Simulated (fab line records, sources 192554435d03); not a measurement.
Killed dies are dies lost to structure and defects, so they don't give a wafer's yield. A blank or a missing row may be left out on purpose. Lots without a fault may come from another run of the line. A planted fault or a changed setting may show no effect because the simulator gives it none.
fab line records | flow n5_finfet | part 1 of 2: steps 1 to 4 of 6
record lots=21 wafers=63 last_day=18
route steps=1938 shown BEOL_M12@1652 BEOL_M13@1692 BEOL_M14@1749
lots that met no fault: from a run of the same line without faults
start_h: hours from the record's first day to the start of the lot's first wafer shown | wait_h: hours since the lot's step before | " the same as in the row above | L1.1+2: a row that stands for several wafers | - no value, or no start given | * or withheld: withheld | < > ~ a bound
route shown NAME@n: a module of which the file shows steps, and the number in the route of the first | usual: mean/standard deviation of fault-free wafers | same: alike in all rows | chamber/n: place in a boat | sites: the reading at each site | _std_site: their standard deviation | _edge_site: outer sites' mean less inner sites' | radius_mm: how far each site lies from the wafer's centre | mask NAME#n: copy n | behind: the tool/chamber that last shaped the wafer | hold: why the lot was held/for how many hours/how that ended | device: the transistor (n, p or np) that didn't switch | end of line: the same wafers' tests at the end of the route | a step without rows: its recipe alone | killed: dies lost to structure and defects at the first sort, not the wafer's yield | map: a wafer's dies, x killed, . not, _ none there
set.NAME: the setting as run; set.NAME@STEP: as run at that earlier step | model.NAME: the simulator's own value behind a step, which no gauge read
steps of the route over a sample of lots; a table a step, a row a wafer
services: from which hour (start_h, from the record's first day; less than 0 if before it) a tool's chamber was out of use, for how many hours, and why
## steps
# step N5_BEOL_M12_ANNEAL_48
# recipe temp_c=225 time_s=90 ambient=N2
# usual wafer_temp_C_max=225.71/0.22
# columns lot.wafer tool chamber start_h wait_h wafer_temp_C_max
L075.1 rtp_anneal-02 0 241.47 0.1 225.75
L075.4 " 0 " " 225.74
L075.6 " 0 " " 225.55
L077.2 rtp_anneal-02 0 244.53 0.1 225.66
L077.4 " 0 " " 225.58
L077.5 " 0 " " 225.64
L076.2 rtp_anneal-01 0 247.84 0.6 225.70
L076.3 " 0 " " 225.50
L076.5 " 0 " " 225.68
L078.2 rtp_anneal-01 0 274.70 1.0 225.55
L078.5 " 0 " " 226.08
L078.6 " 0 " " 225.85
L079.2 rtp_anneal-02 0 275.57 1.1 225.98
L079.4 " 0 " " 225.98
L079.6 " 0 " " 225.99
L081.3 rtp_anneal-02 0 280.14 0.3 225.58
L081.5 " 0 " " 225.76
L081.6 " 0 " " 225.83
L082.1 rtp_anneal-02 0 288.55 0.2 225.77
L082.2 " 0 " " 225.64
L082.3 " 0 " " 225.43
L080.4 rtp_anneal-01 0 297.79 0.2 225.79
L080.5 " 0 " " 225.88
L080.6 " 0 " " 225.86
L083.1 rtp_anneal-02 0 300.30 0.1 225.59
L083.3 " 0 " " 225.74
L083.4 " 0 " " 225.50
L086.1 rtp_anneal-01 0 306.06 0.1 225.43
L086.2 " 0 " " 225.76
L086.4 " 0 " " 225.36
L085.2 rtp_anneal-02 0 309.54 0.7 225.61
L085.4 " 0 " " 225.67
L085.6 " 0 " " 226.06
L084.3 rtp_anneal-01 0 311.45 0.3 226.08
L084.4 " 0 " " 225.81
L084.6 " 0 " " 225.84
L087.1 rtp_anneal-02 0 315.70 0.1 225.61
L087.3 " 0 " " 225.53
L087.6 " 0 " " 225.53
L088.2 rtp_anneal-01 0 317.85 0.3 225.77
L088.3 " 0 " " 225.95
L088.6 " 0 " " 226.04
L089.1 rtp_anneal-02 0 330.14 0.2 225.70
L089.2 " 0 " " 225.59
L089.3 " 0 " " 225.74
L090.1 rtp_anneal-01 0 331.44 0.1 225.50
L090.2 " 0 " " 225.67
L090.3 " 0 " " 225.82
L092.4 rtp_anneal-01 0 338.75 0.2 225.39
L092.5 " 0 " " 225.44
L092.6 " 0 " " 225.36
L093.1 rtp_anneal-01 0 349.10 0.1 225.67
L093.5 " 0 " " 225.88
L093.6 " 0 " " 225.78
L094.3 rtp_anneal-02 0 358.74 0.3 226.00
L094.4 " 0 " " 225.41
L094.6 " 0 " " 225.43
L096.1 rtp_anneal-02 0 376.20 0.1 226.15
L096.4 " 0 " " 226.23
L096.6 " 0 " " 226.15
L097.1 rtp_anneal-01 0 394.51 0.2 225.60
L097.2 " 0 " " 225.67
L097.4 " 0 " " 225.49
# step N5_BEOL_M13_DESCUM_33
# recipe chemistry=O2 time_s=7.9 source_power_w=50 bias_power_w=20 pressure_mtorr=20 rf_frequency_hz=2.712e+07 temp_c=40 o2_flow_sccm=225
# usual bias_power_w=20.01/0.064 drypump_motor_current_A=5.60/0.29 oes_product_au=0.79/0.09 rf_vpp_V=243.3/1.1 showerhead_plenum_p_Torr=2.10/0.043 throttle_valve_pct=20.38/0.18
# columns lot.wafer tool chamber start_h wait_h bias_power_w drypump_motor_current_A oes_product_au rf_hours_counter_h rf_vpp_V showerhead_plenum_p_Torr throttle_valve_pct
L075.1 rie_diel-06 0 244.36 0.1 19.93 5.84 0.70 195 243.9 2.14 20.34
L075.4 " 3 " " 20.00 5.26 0.81 99 241.5 2.02 20.42
L075.6 " 0 " " 20.05 5.82 0.71 - 244.8 2.14 20.34
L077.2 rie_diel-05 1 247.15 0.2 20.03 5.28 0.79 107 243.4 2.11 20.26
L077.4 " 0 " " 19.99 6.06 0.74 186 244.2 2.17 20.32
L077.5 " 2 " " 19.94 5.55 0.82 - 244.1 2.11 20.34
L076.2 rie_diel-01 0 250.12 0.0 20.05 6.09 0.85 38 243.6 2.15 20.57
L076.3 " 2 " " 20.07 5.26 0.66 255 243.1 2.07 20.45
L076.5 " 0 " " 19.95 6.09 0.86 - 243.4 2.15 20.56
L078.2 rie_diel-01 0 277.27 0.0 20.11 6.07 0.82 50 244.1 2.15 20.58
L078.5 " 0 " " 20.11 6.09 0.82 - 242.0 2.15 20.58
L078.6 " 1 " " 20.05 5.95 0.95 - 244.2 2.17 20.64
L079.2 rie_diel-05 2 277.96 0.0 19.95 5.56 0.81 80 245.7 2.10 20.35
L079.4 " 1 " " 20.02 5.29 0.77 115 242.9 2.11 20.28
L079.6 " 1 " " 19.97 5.28 0.77 - 243.7 2.11 20.27
L081.3 rie_diel-06 1 282.58 0.0 20.02 5.25 0.91 25 243.4 2.14 20.04
L081.5 " 2 " " 20.04 5.55 0.70 - 243.7 2.08 20.63
L081.6 " 3 " " 19.92 5.35 0.80 - 240.2 2.02 20.46
L082.1 rie_diel-06 1 291.59 0.5 20.04 5.28 0.91 28 244.1 2.13 20.05
L082.2 " 3 " " 19.96 5.33 0.81 112 241.3 2.02 20.45
L082.3 " 0 " " 20.05 5.86 0.71 207 243.4 2.13 20.35
L080.4 rie_diel-01 3 300.09 0.1 20.02 5.74 0.71 239 244.3 2.13 20.13
L080.5 " 0 " " 20.05 6.07 0.83 - 242.9 2.15 20.59
L080.6 " 3 " " 20.00 5.74 0.71 - 245.0 2.13 20.13
L083.1 rie_diel-06 0 302.69 0.0 19.91 5.85 0.70 211 243.2 2.13 20.34
L083.3 " 3 " " 19.93 5.32 0.79 114 242.2 2.02 20.46
L083.4 " 1 " " 19.98 5.27 0.89 32 243.2 2.13 20.05
L086.1 rie_diel-01 1 308.33 0.0 20.00 5.94 0.91 19 244.6 2.16 20.66
L086.2 " 3 " " 20.05 5.75 0.72 242 243.9 2.13 20.13
L086.4 " 2 " " 20.03 5.26 0.95 10 241.5 2.07 20.21
L085.2 rie_diel-06 1 311.89 0.0 19.99 5.29 0.89 34 244.0 2.13 20.06
L085.4 " 3 " " 19.94 5.29 0.79 116 241.7 2.02 20.45
L085.6 " 0 " " 19.95 5.83 0.70 - 243.9 2.13 20.37
L084.3 rie_diel-05 1 313.74 0.0 20.02 5.31 0.77 128 244.0 2.10 20.30
L084.4 " 2 " " 19.98 5.55 0.80 93 244.5 2.10 20.37
L084.6 " 3 " " 20.00 5.54 1.00 - 240.7 2.06 20.34
L087.1 rie_diel-01 2 318.58 0.2 20.05 5.27 0.94 14 242.2 2.07 20.24
L087.3 " 1 " " 20.08 5.94 0.89 23 245.4 2.16 20.66
L087.6 " 3 " " 19.99 5.73 0.70 - 244.1 2.13 20.12
L088.2 rie_diel-05 0 320.12 0.1 20.05 6.03 0.73 209 243.7 2.16 20.36
L088.3 " 3 " " 19.99 5.55 0.97 2 241.7 2.06 20.34
L088.6 " 0 " " 19.90 5.97 0.72 - 244.3 2.16 20.34
L089.1 rie_diel-05 2 332.53 0.2 20.12 5.55 0.79 100 243.8 2.10 20.36
L089.2 " 3 " " 19.90 5.53 0.95 7 242.3 2.06 20.34
L089.3 " 1 " " 20.01 5.31 0.76 134 243.4 2.10 20.29
L090.1 rie_diel-01 0 335.22 0.8 19.87 6.08 0.79 69 242.6 2.14 20.62
L090.2 " 1 " " 20.13 5.95 0.90 29 245.2 2.16 20.67
L090.3 " 2 " " 20.03 5.25 0.91 21 241.0 2.06 20.24
L092.4 rie_diel-05 3 342.05 1.1 20.07 5.53 0.93 10 242.1 2.06 20.34
L092.5 " 3 " " 20.10 5.53 0.93 - 242.6 2.06 20.34
L092.6 " 2 " " 20.03 5.57 0.78 - 243.8 2.10 20.39
L093.1 rie_diel-05 3 351.95 0.5 19.98 5.54 0.92 14 241.3 2.06 20.36
L093.5 " 2 " " 19.99 5.53 0.77 - 243.3 2.09 20.38
L093.6 " 3 " " 20.03 5.53 0.92 - 243.4 2.06 20.36
L094.3 rie_diel-05 1 361.42 0.4 20.04 5.29 0.75 145 243.6 2.09 20.31
L094.4 " 2 " " 19.97 5.55 0.78 110 244.1 2.09 20.40
L094.6 " 2 " " 19.89 5.56 0.78 - 243.7 2.09 20.40
L096.1 rie_diel-06 1 378.68 0.0 20.10 5.28 0.84 52 241.9 2.13 20.09
L096.4 " 0 " " 20.05 5.82 0.68 226 244.8 2.13 20.37
L096.6 " 2 " " 20.22 5.57 0.67 - 242.8 2.07 20.67
L097.1 rie_diel-06 3 396.94 0.0 20.10 5.33 0.78 138 242.3 2.01 20.48
L097.2 " 1 " " 19.99 5.26 0.85 59 244.8 2.12 20.09
L097.4 " 1 " " 20.00 5.27 0.84 - 243.7 2.12 20.09
# step N5_BEOL_M13_TRENCH_ETCH_34
# recipe chemistry=C4F8/O2/Ar target=SiOC target_depth_a=4134.7 mask_material=SOC pressure_mtorr=30 source_w=3000 bias_w=700 Ar_flow_sccm=400 C4F8_flow_sccm=15 O2_flow_sccm=8 he_inner_torr=15 he_outer_torr=30 time_s=162.6 ion_energy_ev=250
# usual drypump_motor_current_A=5.61/0.29 he_inner_torr=15.00/0.031 oes_product_au=0.80/0.09 rf_vpp_V=665.8/2.1 showerhead_plenum_p_Torr=3.43/0.073 throttle_valve_pct=24.14/0.17
# columns lot.wafer tool chamber start_h wait_h drypump_motor_current_A he_inner_torr oes_product_au rf_hours_counter_h rf_vpp_V showerhead_plenum_p_Torr throttle_valve_pct
L075.1 rie_diel-06 0 244.77 0.0 5.82 14.98 0.73 196 669.4 3.53 24.27
L075.4 " 3 " " 5.31 15.03 0.82 99 664.0 3.31 24.23
L075.6 " 0 " " 5.84 15.02 0.71 - 667.9 3.52 24.28
L077.2 rie_diel-05 1 247.56 0.0 5.28 14.98 0.80 107 668.1 3.40 23.78
L077.4 " 0 " " 6.02 15.01 0.73 186 668.6 3.57 24.22
L077.5 " 2 " " 5.56 15.01 0.82 - 665.5 3.46 24.25
L076.2 rie_diel-01 0 250.53 0.0 6.07 14.98 0.86 38 667.5 3.44 24.07
L076.3 " 2 " " 5.28 15.01 0.66 255 663.9 3.37 24.16
L076.5 " 0 " " 6.08 15.01 0.87 - 666.2 3.44 24.07
L078.2 rie_diel-01 0 277.67 0.0 6.09 14.99 0.84 50 668.3 3.44 24.06
L078.5 " 0 " " 6.11 14.98 0.83 - 666.5 3.44 24.07
L078.6 " 1 " " 5.96 15.05 0.96 - 667.8 3.47 24.15
L079.2 rie_diel-05 2 278.36 0.0 5.56 15.05 0.81 81 667.3 3.46 24.26
L079.4 " 1 " " 5.26 14.98 0.78 116 665.4 3.40 23.78
L079.6 " 1 " " 5.29 15.00 0.78 - 666.6 3.40 23.78
L081.3 rie_diel-06 1 282.98 0.0 5.29 15.00 0.90 25 666.8 3.51 23.98
L081.5 " 2 " " 5.57 14.95 0.69 - 665.5 3.39 24.36
L081.6 " 3 " " 5.33 15.04 0.80 - 663.8 3.31 24.23
L082.1 rie_diel-06 1 291.99 0.0 5.29 14.96 0.89 28 666.0 3.51 23.99
L082.2 " 3 " " 5.30 15.03 0.79 112 662.8 3.31 24.24
L082.3 " 0 " " 5.87 15.00 0.70 208 669.1 3.52 24.29
L080.4 rie_diel-01 3 300.49 0.0 5.74 15.00 0.71 240 668.4 3.50 23.96
L080.5 " 0 " " 6.07 14.99 0.82 - 665.8 3.43 24.07
L080.6 " 3 " " 5.76 15.03 0.72 - 668.5 3.50 23.99
L083.1 rie_diel-06 0 303.09 0.0 5.81 15.01 0.70 211 668.7 3.52 24.30
L083.3 " 3 " " 5.29 15.03 0.79 114 662.4 3.31 24.25
L083.4 " 1 " " 5.29 14.99 0.88 32 667.2 3.50 23.99
L086.1 rie_diel-01 1 308.73 0.0 5.92 15.02 0.93 19 666.9 3.46 24.17
L086.2 " 3 " " 5.74 14.98 0.71 242 668.1 3.50 23.98
L086.4 " 2 " " 5.28 14.97 0.95 10 663.2 3.37 23.95
L085.2 rie_diel-06 1 312.29 0.0 5.30 14.97 0.88 34 667.1 3.50 23.98
L085.4 " 3 " " 5.34 14.97 0.80 117 663.3 3.31 24.23
L085.6 " 0 " " 5.85 14.99 0.70 - 668.8 3.52 24.29
L084.3 rie_diel-05 1 314.15 0.0 5.24 15.03 0.76 128 666.2 3.39 23.83
L084.4 " 2 " " 5.57 15.01 0.79 94 666.1 3.45 24.27
L084.6 " 3 " " 5.56 14.97 0.97 - 663.9 3.36 24.09
L087.1 rie_diel-01 2 318.98 0.0 5.26 15.00 0.93 15 662.9 3.36 23.97
L087.3 " 1 " " 5.98 15.02 0.91 23 666.3 3.46 24.19
L087.6 " 3 " " 5.75 15.02 0.71 - 667.6 3.50 23.97
L088.2 rie_diel-05 0 320.52 0.0 6.08 15.07 0.72 209 669.0 3.55 24.24
L088.3 " 3 " " 5.55 15.06 0.98 3 663.3 3.36 24.09
L088.6 " 0 " " 6.04 15.05 0.72 - 668.2 3.55 24.25
L089.1 rie_diel-05 2 332.94 0.0 5.57 14.98 0.79 100 668.0 3.45 24.28
L089.2 " 3 " " 5.56 14.99 0.95 7 664.1 3.35 24.09
L089.3 " 1 " " 5.29 14.98 0.77 135 665.1 3.39 23.80
L090.1 rie_diel-01 0 335.62 0.0 6.07 15.01 0.80 70 666.3 3.43 24.10
L090.2 " 1 " " 5.94 15.00 0.91 30 666.7 3.46 24.21
L090.3 " 2 " " 5.27 15.04 0.92 22 664.2 3.36 23.98
L092.4 rie_diel-05 3 342.46 0.0 5.55 15.04 0.94 10 663.2 3.35 24.10
L092.5 " 3 " " 5.56 15.02 0.93 - 665.3 3.35 24.09
L092.6 " 2 " " 5.57 15.00 0.79 - 666.5 3.45 24.28
L093.1 rie_diel-05 3 352.35 0.0 5.55 15.00 0.93 15 663.0 3.35 24.10
L093.5 " 2 " " 5.55 14.97 0.79 - 665.4 3.44 24.30
L093.6 " 3 " " 5.54 15.00 0.92 - 664.5 3.35 24.10
L094.3 rie_diel-05 1 361.82 0.0 5.26 14.96 0.75 145 665.4 3.38 23.83
L094.4 " 2 " " 5.55 14.99 0.78 111 666.0 3.44 24.29
L094.6 " 2 " " 5.55 14.94 0.79 - 665.4 3.44 24.31
L096.1 rie_diel-06 1 379.08 0.0 5.29 15.07 0.84 53 665.5 3.49 24.01
L096.4 " 0 " " 5.84 14.95 0.69 226 667.6 3.51 24.29
L096.6 " 2 " " 5.55 15.03 0.67 - 664.1 3.37 24.40
L097.1 rie_diel-06 3 397.34 0.0 5.34 15.05 0.78 138 660.6 3.29 24.28
L097.2 " 1 " " 5.29 14.98 0.84 59 667.0 3.49 24.02
L097.4 " 1 " " 5.29 15.00 0.84 - 666.7 3.49 24.02
# step N5_BEOL_M13_RS_MEAS_54
# recipe thk_meas_gauge=four-point-probe reads=Cu_of_BEOL_M13_ECD_47+Ta_of_BEOL_M13_SPUTTER_44+TaN_of_BEOL_M13_SPUTTER_43
# usual M13_RS=0.0451/0.00074
# columns lot.wafer tool chamber start_h wait_h M13_RS[ohm/sq]
L075.1 film_metro-01 - 248.98 0.0 0.0455
L075.4 " - " " 0.0442
L075.6 " - " " 0.0456
L076.2 film_metro-01 - 254.35 0.1 0.0448
L076.3 " - " " 0.0450
L076.5 " - " " 0.0447
L077.2 film_metro-02 - 254.64 0.1 0.0446
L077.4 " - " " 0.0448
L077.5 " - " " 0.0450
L078.2 film_metro-01 - 280.15 0.1 0.0455
L078.5 " - " " 0.0455
L078.6 " - " " 0.0438
L079.2 film_metro-01 - 280.23 0.1 0.0462
L079.4 " - " " 0.0459
L079.6 " - " " 0.0455
L081.3 film_metro-01 - 286.70 0.1 0.0455
L081.5 " - " " 0.0455
L081.6 " - " " 0.0444
L082.1 film_metro-02 - 295.84 0.0 0.0453
L082.2 " - " " 0.0449
L082.3 " - " " 0.0458
L080.4 film_metro-02 - 303.46 0.0 0.0451
L080.5 " - " " 0.0452
L080.6 " - " " 0.0449
L083.1 film_metro-02 - 306.66 0.0 0.0465
L083.3 " - " " 0.0448
L083.4 " - " " 0.0452
L086.1 film_metro-02 - 311.42 0.0 0.0439
L086.2 " - " " 0.0446
L086.4 " - " " 0.0445
L085.2 film_metro-02 - 316.12 0.1 0.0452
L085.4 " - " " 0.0445
L085.6 " - " " 0.0457
L084.3 film_metro-01 - 317.28 0.1 0.0459
L084.4 " - " " 0.0454
L084.6 " - " " 0.0452
L087.1 film_metro-02 - 323.43 0.0 0.0454
L087.3 " - " " 0.0440
L087.6 " - " " 0.0454
L088.2 film_metro-02 - 323.66 0.1 0.0443
L088.3 " - " " 0.0433
L088.6 " - " " 0.0445
L089.1 film_metro-02 - 336.26 0.0 0.0447
L089.2 " - " " 0.0430
L089.3 " - " " 0.0447
L090.1 film_metro-01 - 339.62 0.0 0.0458
L090.2 " - " " 0.0435
L090.3 " - " " 0.0445
L092.4 film_metro-02 - 345.29 0.1 0.0436
L092.5 " - " " 0.0438
L092.6 " - " " 0.0451
L093.1 film_metro-02 - 357.38 0.1 0.0435
L093.5 " - " " 0.0449
L093.6 " - " " 0.0440
L094.3 film_metro-01 - 366.98 0.1 0.0452
L094.4 " - " " 0.0453
L094.6 " - " " 0.0456
L096.1 film_metro-02 - 382.37 0.0 0.0457
L096.4 " - " " 0.0465
L096.6 " - " " 0.0464
L097.1 film_metro-01 - 402.14 0.1 0.0443
L097.2 " - " " 0.0456
L097.4 " - " " 0.0462
